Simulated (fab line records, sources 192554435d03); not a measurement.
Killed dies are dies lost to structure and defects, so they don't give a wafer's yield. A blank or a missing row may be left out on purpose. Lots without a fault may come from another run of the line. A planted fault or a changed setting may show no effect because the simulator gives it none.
fab line records | flow n5_finfet
record lots=13 wafers=38 last_day=18
route steps=1938 shown BEOL_M11@1593 BEOL_M12@1624 PASSIVATION@1936
lots that met no fault: from a run of the same line without faults
start_h: hours from the record's first day to the start of the lot's first wafer shown | wait_h: hours since the lot's step before | " the same as in the row above | L1.1+2: a row that stands for several wafers | - no value, or no start given | * or withheld: withheld | < > ~ a bound
route shown NAME@n: a module of which the file shows steps, and the number in the route of the first | usual: mean/standard deviation of fault-free wafers | same: alike in all rows | chamber/n: place in a boat | sites: the reading at each site | _std_site: their standard deviation | _edge_site: outer sites' mean less inner sites' | radius_mm: how far each site lies from the wafer's centre | mask NAME#n: copy n | behind: the tool/chamber that last shaped the wafer | hold: why the lot was held/for how many hours/how that ended | device: the transistor (n, p or np) that didn't switch | end of line: the same wafers' tests at the end of the route | a step without rows: its recipe alone | killed: dies lost to structure and defects at the first sort, not the wafer's yield | map: a wafer's dies, x killed, . not, _ none there
set.NAME: the setting as run; set.NAME@STEP: as run at that earlier step | model.NAME: the simulator's own value behind a step, which no gauge read
steps of the route over a sample of lots; a table a step, a row a wafer
services: from which hour (start_h, from the record's first day; less than 0 if before it) a tool's chamber was out of use, for how many hours, and why
## steps
# step N5_BEOL_M11_SPUTTER_48
# recipe material=Cu target_thk_a=120 temp_c=-20 bias_v=60 power_w=26000 chamber_pressure_pa=0.13 time_s=2
# usual throttle_valve_pct=29.9/0.9
# columns lot.wafer tool chamber start_h wait_h throttle_valve_pct
L673.3 pvd_sputter-03 - 239.35 0.1 28.7
L673.4 " - " " 29.2
L673.5 " - " " 28.8
L675.2 pvd_sputter-01 - 252.05 0.1 30.1
L675.4 " - " " 30.4
L675.5 " - " " 30.1
L674.3 pvd_sputter-02 - 257.63 0.1 28.5
L674.4 " - " " 30.9
L674.6 " - " " 28.4
L685.3 pvd_sputter-02 - 309.47 0.1 30.8
L685.4 " - " " 30.1
L685.5 " - " " 28.0
L681.2 pvd_sputter-02 - 311.81 0.1 28.2
L681.3 " - " " 30.0
L681.4 " - " " 30.8
L687.1 pvd_sputter-02 - 311.97 0.1 28.1
L687.2 " - " " 29.8
L687.3 " - " " 30.0
L686.2 pvd_sputter-03 - 322.24 0.2 28.4
L686.4 " - " " 29.1
L686.5 " - " " 29.3
L688.4 pvd_sputter-01 - 322.55 0.1 31.3
L688.5 " - " " 30.9
L688.6 " - " " 30.3
L692.2 pvd_sputter-02 - 366.80 0.2 30.9
L692.3 " - " " 29.7
L696.2 pvd_sputter-03 - 375.23 0.1 30.9
L696.3 " - " " 29.4
L696.5 " - " " 30.9
L693.1 pvd_sputter-01 - 384.87 0.1 30.8
L693.4 " - " " 30.2
L693.5 " - " " 30.5
L695.1 pvd_sputter-02 - 385.21 0.1 30.1
L695.3 " - " " 28.4
L695.6 " - " " 30.2
L694.1 pvd_sputter-03 - 403.58 0.1 29.1
L694.3 " - " " 31.1
L694.5 " - " " 31.1
# step N5_BEOL_M11_INSPECT_58
# recipe inspect_instrument=darkfield mode=post_dep
# usual raw_defect_count=72/23
# columns lot.wafer tool chamber start_h wait_h raw_defect_count
L673.3 defect_inspect-01 - 240.72 0.0 49
L673.4 " - " " 68
L673.5 " - " " 65
L675.2 defect_inspect-02 - 253.60 0.0 63
L675.4 " - " " 52
L675.5 " - " " 77
L674.3 defect_inspect-01 - 259.05 0.0 57
L674.4 " - " " 44
L674.6 " - " " 39
L685.3 defect_inspect-01 - 310.47 0.0 64
L685.4 " - " " 59
L685.5 " - " " 65
L681.2 defect_inspect-02 - 312.80 0.0 109
L681.3 " - " " 75
L681.4 " - " " 78
L687.1 defect_inspect-02 - 313.21 0.0 89
L687.2 " - " " 69
L687.3 " - " " 100
L686.2 defect_inspect-02 - 324.98 0.0 84
L686.4 " - " " 61
L686.5 " - " " 108
L688.4 defect_inspect-01 - 326.05 0.0 104
L688.5 " - " " 112
L688.6 " - " " 83
L692.2 defect_inspect-02 - 368.21 0.0 55
L692.3 " - " " 45
L696.2 defect_inspect-02 - 376.34 0.0 45
L696.3 " - " " 76
L696.5 " - " " 53
L693.1 defect_inspect-02 - 386.28 0.0 43
L693.4 " - " " 87
L693.5 " - " " 39
L695.1 defect_inspect-01 - 386.58 0.0 110
L695.3 " - " " 69
L695.6 " - " " 65
L694.1 defect_inspect-01 - 404.61 0.0 78
L694.3 " - " " 68
L694.5 " - " " 96
# step N5_BEOL_M12_COAT_66
# recipe resist=SiARC temp_c=220 time_s=60 spin_rpm=1500 resist_thk_nm=110
# usual heater_power_total_W=427.8/2.1 plate_temp_C=220.00/0.18
# columns lot.wafer tool chamber start_h wait_h heater_power_total_W plate_temp_C
L673.3 litho_track-02 0 241.95 - 430.6 219.85
L673.4 " 0 " " 430.3 219.94
L673.5 " 0 " " 424.6 219.90
L675.2 litho_track-04 0 254.69 - 429.6 220.22
L675.4 " 0 " " 426.8 219.93
L675.5 " 0 " " 431.0 220.29
L674.3 litho_track-04 0 260.28 - 430.5 220.03
L674.4 " 0 " " 425.4 220.04
L674.6 " 0 " " 426.2 220.07
L685.3 litho_track-02 0 311.69 - 417.7 215.58
L685.4 " 0 " " 414.1 215.59
L685.5 " 0 " " 415.3 215.42
L681.2 litho_track-02 0 313.89 - 417.8 215.63
L681.3 " 0 " " 419.9 215.65
L681.4 " 0 " " 419.6 215.77
L687.1 litho_track-01 0 314.30 - 425.2 219.89
L687.2 " 0 " " 427.9 220.03
L687.3 " 0 " " 431.0 219.77
L686.2 litho_track-02 0 326.62 - 418.7 215.64
L686.4 " 0 " " 419.6 215.72
L686.5 " 0 " " 414.3 215.63
L688.4 litho_track-01 0 327.26 - 427.3 219.96
L688.5 " 0 " " 424.5 220.15
L688.6 " 0 " " 424.3 219.83
L692.2 litho_track-01 0 369.46 - 426.0 219.95
L692.3 " 0 " " 425.3 220.17
L696.2 litho_track-04 0 377.43 - 430.2 220.13
L696.3 " 0 " " 430.4 220.08
L696.5 " 0 " " 424.1 220.22
L693.1 litho_track-04 0 387.41 - 425.9 220.28
L693.4 " 0 " " 430.0 220.43
L693.5 " 0 " " 428.6 220.15
L695.1 litho_track-01 0 387.83 - 430.2 220.08
L695.3 " 0 " " 424.8 219.95
L695.6 " 0 " " 427.3 219.88
L694.1 litho_track-02 0 405.85 - 430.1 220.35
L694.3 " 0 " " 429.4 220.05
L694.5 " 0 " " 426.7 220.02
# step N5_BEOL_M12_CD_MEAS_28
# recipe target_cd_nm=160.2 landing_energy_ev=500 detector=se_inlens polarity=opening
# usual cd_nm=160.2/2.3
# columns lot.wafer tool chamber start_h wait_h cd_nm
L673.3 cd_sem-03 0 242.23 - 161.2
L673.4 " 0 " " 161.4
L673.5 " 0 " " 161.7
L675.2 cd_sem-03 0 254.98 - 161.8
L675.4 " 0 " " 158.3
L675.5 " 0 " " 158.2
L674.3 cd_sem-01 0 260.70 - 158.8
L674.4 " 0 " " 157.5
L674.6 " 0 " " 161.0
L685.3 cd_sem-01 0 312.10 - 159.1
L685.4 " 0 " " 158.2
L685.5 " 0 " " 156.1
L681.2 cd_sem-03 0 314.17 - 166.2
L681.3 " 0 " " 161.2
L681.4 " 0 " " 159.9
L687.1 cd_sem-03 0 314.59 - 159.1
L687.2 " 0 " " 158.6
L687.3 " 0 " " 161.6
L686.2 cd_sem-01 0 326.91 - 159.8
L686.4 " 0 " " 158.1
L686.5 " 0 " " 158.5
L688.4 cd_sem-03 0 327.55 - 162.5
L688.5 " 0 " " 163.2
L688.6 " 0 " " 164.6
L692.2 cd_sem-02 0 369.87 - 164.7
L692.3 " 0 " " 159.3
L696.2 cd_sem-02 0 377.84 - 159.9
L696.3 " 0 " " 162.7
L696.5 " 0 " " 158.6
L693.1 cd_sem-03 0 387.70 - 162.0
L693.4 " 0 " " 160.4
L693.5 " 0 " " 163.0
L695.1 cd_sem-03 0 388.12 - 161.3
L695.3 " 0 " " 158.7
L695.6 " 0 " " 157.2
L694.1 cd_sem-01 0 406.26 - 158.1
L694.3 " 0 " " 159.0
L694.5 " 0 " " 160.7
# step N5_PASSIVATION_PROBE_49
# usual defect_limited_yield=91.0/1.4 killed_at_M0_to_M3=36/9.6 killed_at_M4_up=14/6.1 killed_at_contacts=13/6.6 killed_at_front_end=40/11 killed_at_other=3.2/2.9 killed_dies=106/17 killed_open=71/12 killed_short=33/7.3 sort_bin_4_leakage=0.02/0.11 sort_bin_5_function=5.3/1 sort_bin_6_memory=3.4/0.68 sort_bin_8_speed=0.0/0.51 sort_n_pass=1073/19 sort_yield_pct=91.0/1.6
# same gross_dies=1180 killed_at_back_side=0
# columns lot.wafer tool chamber start_h wait_h defect_limited_yield[%] killed_at_M0_to_M3 killed_at_M4_up killed_at_contacts killed_at_front_end killed_at_other killed_dies killed_open killed_short sort_bin_4_leakage[%] sort_bin_5_function[%] sort_bin_6_memory[%] sort_bin_8_speed[%] sort_n_pass sort_yield_pct[%]
L673.3 prober-02 - 287.97 0.1 92.0 26 6 22 39 1 94 65 27 0 5.0 2.6 0 1086 92.0
L673.4 prober-02 - 288.02 0.2 92.9 33 9 22 19 1 84 58 23 0 4.7 2.0 0 1096 92.9
L673.5 prober-02 - 288.07 0.2 93.9 28 7 16 17 4 72 54 18 0.68 3.3 2.6 0 1100 93.2
L675.2 prober-01 - 299.45 0.1 91.8 42 16 12 26 1 97 64 32 0 4.7 3.2 0 1083 91.8
L675.4 prober-01 - 299.55 0.2 92.1 25 8 12 42 6 93 55 38 0 5.4 2.0 0 1087 92.1
L675.5 prober-01 - 299.60 0.2 91.1 32 19 8 42 4 105 68 35 0 5.2 3.6 0 1075 91.1
L674.3 prober-01 - 305.89 0.1 92.3 33 21 9 27 1 91 57 30 0 4.3 3.1 0 1089 92.3
L674.4 prober-01 - 305.94 0.2 90.2 21 14 34 44 3 116 86 30 0 5.3 4.2 0 1064 90.2
L674.6 prober-01 - 306.04 0.3 91.5 20 15 8 53 4 100 62 36 0 5.4 2.5 0 1080 91.5
L681.2 prober-02 - 353.65 0.1 90.9 27 16 28 35 1 107 69 34 0 5.1 3.6 0 1073 90.9
L681.3 prober-02 - 353.70 0.1 91.5 40 8 24 28 0 100 64 36 0 5.3 3.2 0 1080 91.5
L681.4 prober-02 - 353.75 0.2 89.7 46 19 15 38 3 121 84 33 0 6.9 3.2 0 1059 89.7
L687.1 prober-02 - 356.35 0.0 89.4 55 14 14 38 4 125 78 47 0 5.8 4.3 0 1055 89.4
L687.2 prober-02 - 356.40 0.1 87.9 60 15 26 38 4 143 92 46 0 8.4 3.5 0 1037 87.9
L687.3 prober-02 - 356.45 0.1 91.0 40 13 21 30 2 106 64 42 0 5.5 3.1 0 1074 91.0
L686.2 prober-02 - 365.99 0.1 90.3 45 14 16 37 2 114 73 40 0 6.6 2.7 0 1066 90.3
L686.4 prober-02 - 366.09 0.2 91.6 40 15 12 30 2 99 51 48 0 4.7 3.3 0 1081 91.6
L686.5 prober-02 - 366.14 0.2 90.0 34 20 23 33 8 118 81 35 0 6.5 3.1 0 1062 90.0
L688.4 prober-01 - 371.56 0.2 91.3 39 6 7 50 1 103 75 28 0 5.5 3.1 0 1077 91.3
L688.5 prober-01 - 371.61 0.2 89.6 56 12 7 47 1 123 91 31 0 5.4 4.8 0 1057 89.6
L688.6 prober-01 - 371.66 0.3 91.0 29 12 9 54 2 106 73 33 0 4.8 3.6 0 1074 91.0
L693.1 prober-02 - 426.15 0.0 92.8 27 9 23 24 2 85 54 30 0 4.3 2.8 0 1095 92.8
L693.4 prober-02 - 426.30 0.2 92.9 26 16 11 25 6 84 58 22 0 3.8 3.1 0 1096 92.9
L693.5 prober-02 - 426.35 0.2 92.8 30 9 12 29 5 85 53 28 0 4.3 2.7 0 1095 92.8
# killed by level:class
L673.3 MOL_CONTACT_COAG:geometric_particle:open=17 BEOL_M3:geometric_particle:open=6 STI_FIN_REVEAL:geometric_particle:open=6 BEOL_M0_SAQP:geometric_particle:short=6 STARTING-WAFER:geometric_particle:open=6 MOL_CONTACT_COAG:geometric_particle:short=5 BEOL_M2:geometric_particle:open=5 STARTING-WAFER:geometric_particle:short=5
L673.4 MOL_CONTACT_COAG:geometric_particle:open=19 BEOL_M0_SAQP:geometric_particle:short=9 BEOL_M3:geometric_particle:open=8 BEOL_M0_SAQP:geometric_particle:open=5 BEOL_M2:geometric_particle:open=5 STI_FIN_REVEAL:geometric_particle:open=4 GATE_CUT:geometric_particle:open=3 MOL_CONTACT_COAG:geometric_particle:short=3
L673.5 MOL_CONTACT_COAG:geometric_particle:open=15 BEOL_M3:geometric_particle:open=8 BEOL_M0_SAQP:geometric_particle:open=6 STI_FIN_REVEAL:geometric_particle:open=4 BEOL_M3:geometric_particle:short=4 FIN_SAQP:geometric_particle:open=3 FIN_SAQP:geometric_particle:short=3 BEOL_M1:geometric_particle:short=3
L675.2 MOL_CONTACT_COAG:geometric_particle:open=11 BEOL_M0_SAQP:geometric_particle:open=11 BEOL_M0_SAQP:geometric_particle:short=11 BEOL_M1:geometric_particle:open=7 BEOL_M2:geometric_particle:open=6 FIN_SAQP:geometric_particle:short=5 STI_FIN_REVEAL:geometric_particle:open=5 BEOL_M4:geometric_particle:open=5
L675.4 MOL_CONTACT_COAG:geometric_particle:open=9 BEOL_M1:geometric_particle:open=9 STI_FIN_REVEAL:geometric_particle:open=7 STARTING-WAFER:geometric_particle:short=6 STI_FIN_REVEAL:geometric_particle:short=5 DUMMY_GATE:geometric_particle:open=5 FIN_SAQP:geometric_particle:short=4 GATE_CUT:geometric_particle:short=4
L675.5 FIN_SAQP:geometric_particle:open=11 BEOL_M1:geometric_particle:open=10 BEOL_M0_SAQP:geometric_particle:short=9 STI_FIN_REVEAL:geometric_particle:open=8 BEOL_M0_SAQP:geometric_particle:open=8 BEOL_M4:geometric_particle:open=8 GATE_CUT:geometric_particle:short=6 FIN_SAQP:geometric_particle:short=5
L674.3 BEOL_M4:geometric_particle:open=10 MOL_CONTACT_COAG:geometric_particle:open=7 BEOL_M1:geometric_particle:open=7 STI_FIN_REVEAL:geometric_particle:open=6 BEOL_M0_SAQP:geometric_particle:open=5 FIN_SAQP:geometric_particle:short=4 BEOL_M2:geometric_particle:open=4 BEOL_M2:geometric_particle:short=4
L674.4 MOL_CONTACT_COAG:geometric_particle:open=27 STI_FIN_REVEAL:geometric_particle:open=23 MOL_CONTACT_COAG:geometric_particle:short=7 BEOL_M2:geometric_particle:open=7 BEOL_M4:geometric_particle:open=7 FIN_SAQP:geometric_particle:open=5 FIN_SAQP:geometric_particle:short=3 STI_FIN_REVEAL:geometric_particle:short=3
L674.6 STI_FIN_REVEAL:geometric_particle:open=15 FIN_SAQP:geometric_particle:open=8 DUMMY_GATE:geometric_particle:open=7 GATE_CUT:geometric_particle:short=7 MOL_CONTACT_COAG:geometric_particle:open=7 FIN_SAQP:geometric_particle:short=6 BEOL_M5:geometric_particle:open=5 BEOL_M0_SAQP:geometric_particle:short=4
L681.2 MOL_CONTACT_COAG:geometric_particle:open=22 BEOL_M2:geometric_particle:open=8 GATE_CUT:geometric_particle:short=6 BEOL_M5:geometric_particle:open=6 DUMMY_GATE:geometric_particle:open=5 MOL_CONTACT_COAG:geometric_particle:short=5 DUMMY_GATE:geometric_particle:short=4 GATE_CUT:geometric_particle:open=4
L681.3 MOL_CONTACT_COAG:geometric_particle:open=18 GATE_CUT:geometric_particle:short=7 BEOL_M0_SAQP:geometric_particle:open=7 BEOL_M0_SAQP:geometric_particle:short=7 STI_FIN_REVEAL:geometric_particle:open=6 MOL_CONTACT_COAG:geometric_particle:short=6 BEOL_M3:geometric_particle:short=6 BEOL_M2:geometric_particle:open=5
L681.4 BEOL_M1:geometric_particle:open=11 MOL_CONTACT_COAG:geometric_particle:open=11 BEOL_M2:geometric_particle:open=11 STI_FIN_REVEAL:geometric_particle:open=6 BEOL_M0_SAQP:geometric_particle:short=6 BEOL_M0_SAQP:geometric_particle:open=6 BEOL_M3:geometric_particle:open=6 BEOL_M5:geometric_particle:open=6
L687.1 STI_FIN_REVEAL:geometric_particle:open=10 BEOL_M3:geometric_particle:open=10 FIN_SAQP:geometric_particle:open=9 BEOL_M2:geometric_particle:open=9 MOL_CONTACT_COAG:geometric_particle:open=8 BEOL_M0_SAQP:geometric_particle:short=7 BEOL_M0_SAQP:geometric_particle:open=7 BEOL_M4:geometric_particle:open=7
L687.2 MOL_CONTACT_COAG:geometric_particle:open=20 BEOL_M0_SAQP:geometric_particle:short=16 BEOL_M2:geometric_particle:open=12 BEOL_M0_SAQP:geometric_particle:open=11 FIN_SAQP:geometric_particle:open=9 BEOL_M4:geometric_particle:open=9 BEOL_M1:geometric_particle:open=7 BEOL_M3:geometric_particle:open=7
L687.3 MOL_CONTACT_COAG:geometric_particle:open=16 BEOL_M0_SAQP:geometric_particle:short=10 BEOL_M1:geometric_particle:open=10 BEOL_M2:geometric_particle:open=7 BEOL_M4:geometric_particle:open=7 FIN_SAQP:geometric_particle:short=5 MOL_CONTACT_COAG:geometric_particle:short=5 BEOL_M0_SAQP:geometric_particle:open=5
L686.2 BEOL_M3:geometric_particle:open=13 MOL_CONTACT_COAG:geometric_particle:open=11 BEOL_M1:geometric_particle:open=11 GATE_CUT:geometric_particle:short=9 BEOL_M0_SAQP:geometric_particle:short=9 FIN_SAQP:geometric_particle:short=6 BEOL_M0_SAQP:geometric_particle:open=6 GATE_CUT:geometric_particle:open=5
L686.4 BEOL_M0_SAQP:geometric_particle:short=12 GATE_CUT:geometric_particle:short=7 MOL_CONTACT_COAG:geometric_particle:open=7 BEOL_M0_SAQP:geometric_particle:open=7 BEOL_M4:geometric_particle:open=7 MOL_CONTACT_COAG:geometric_particle:short=5 ILD0:geometric_particle:short=5 ILD0:geometric_particle:open=5
L686.5 MOL_CONTACT_COAG:geometric_particle:open=16 BEOL_M2:geometric_particle:open=13 STI_FIN_REVEAL:geometric_particle:open=9 BEOL_M4:geometric_particle:open=9 MOL_CONTACT_COAG:geometric_particle:short=7 BEOL_M0_SAQP:geometric_particle:short=6 FIN_SAQP:geometric_particle:open=4 BEOL_M0_SAQP:geometric_particle:open=4
L688.4 FIN_SAQP:geometric_particle:open=17 STI_FIN_REVEAL:geometric_particle:open=11 BEOL_M0_SAQP:geometric_particle:open=10 BEOL_M2:geometric_particle:open=10 FIN_SAQP:geometric_particle:short=7 BEOL_M3:geometric_particle:open=7 DUMMY_GATE:geometric_particle:open=6 MOL_CONTACT_COAG:geometric_particle:open=6
L688.5 STI_FIN_REVEAL:geometric_particle:open=16 BEOL_M3:geometric_particle:open=14 BEOL_M0_SAQP:geometric_particle:open=13 BEOL_M4:geometric_particle:open=11 FIN_SAQP:geometric_particle:open=10 BEOL_M0_SAQP:geometric_particle:short=9 BEOL_M2:geometric_particle:open=7 FIN_SAQP:geometric_particle:short=6
L688.6 FIN_SAQP:geometric_particle:open=16 STI_FIN_REVEAL:geometric_particle:open=12 MOL_CONTACT_COAG:geometric_particle:open=8 FIN_SAQP:geometric_particle:short=7 BEOL_M0_SAQP:geometric_particle:short=7 BEOL_M0_SAQP:geometric_particle:open=6 BEOL_M4:geometric_particle:open=5 STI_FIN_REVEAL:geometric_particle:short=4
L693.1 MOL_CONTACT_COAG:geometric_particle:open=19 STARTING-WAFER:geometric_particle:short=6 BEOL_M2:geometric_particle:open=5 BEOL_M0_SAQP:geometric_particle:open=5 BEOL_M3:geometric_particle:open=5 MOL_CONTACT_COAG:geometric_particle:short=4 BEOL_M0_SAQP:geometric_particle:short=4 BEOL_M4:geometric_particle:open=4
L693.4 MOL_CONTACT_COAG:geometric_particle:open=9 DUMMY_GATE:geometric_particle:open=7 BEOL_M0_SAQP:geometric_particle:short=5 BEOL_M2:geometric_particle:open=5 BEOL_M4:geometric_particle:open=5 STI_FIN_REVEAL:geometric_particle:open=4 GATE_CUT:geometric_particle:short=4 BEOL_M0_SAQP:geometric_particle:open=4
L693.5 MOL_CONTACT_COAG:geometric_particle:open=11 BEOL_M2:geometric_particle:open=7 FIN_SAQP:geometric_particle:short=5 BEOL_M1:geometric_particle:open=5 BEOL_M4:geometric_particle:open=5 BEOL_M0_SAQP:geometric_particle:open=4 BEOL_M0_SAQP:geometric_particle:short=4 BEOL_M0:geometric_particle:short=4
## services
# columns tool chamber start_h hours kind
litho_track-04 - 302.08 - consumable_replace:filter
pvd_sputter-01 - 302.54 1.3 repair
pvd_sputter-01 - 331.05 9.3 repair
pvd_sputter-03 - 386.79 2.2 repair
pvd_sputter-02 - 391.45 3.8 repair
## key
first_sign step=N5_BEOL_M12_COAT_66 reading=plate_temp_C direction=down sigmas=24 usual=* struck=*
effect step=N5_BEOL_M12_COAT_66 reading=heater_power_total_W direction=down sigmas=4.9 usual=* struck=*
met_at N5_BEOL_M12_COAT_66
struck_lots L681,L685,L686
not_acting_at N5_BEOL_M11_SPUTTER_48,N5_BEOL_M11_INSPECT_58,N5_BEOL_M12_CD_MEAS_28
onset_between 241.95 311.69
fault kind=process_parameter_drift tool=litho_track-02 chamber=- onset_h=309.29 steps=N5_BEOL_M12_COAT_66 channel=temp_c offset=* shape=step end_h=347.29 acts_in=* stated=*
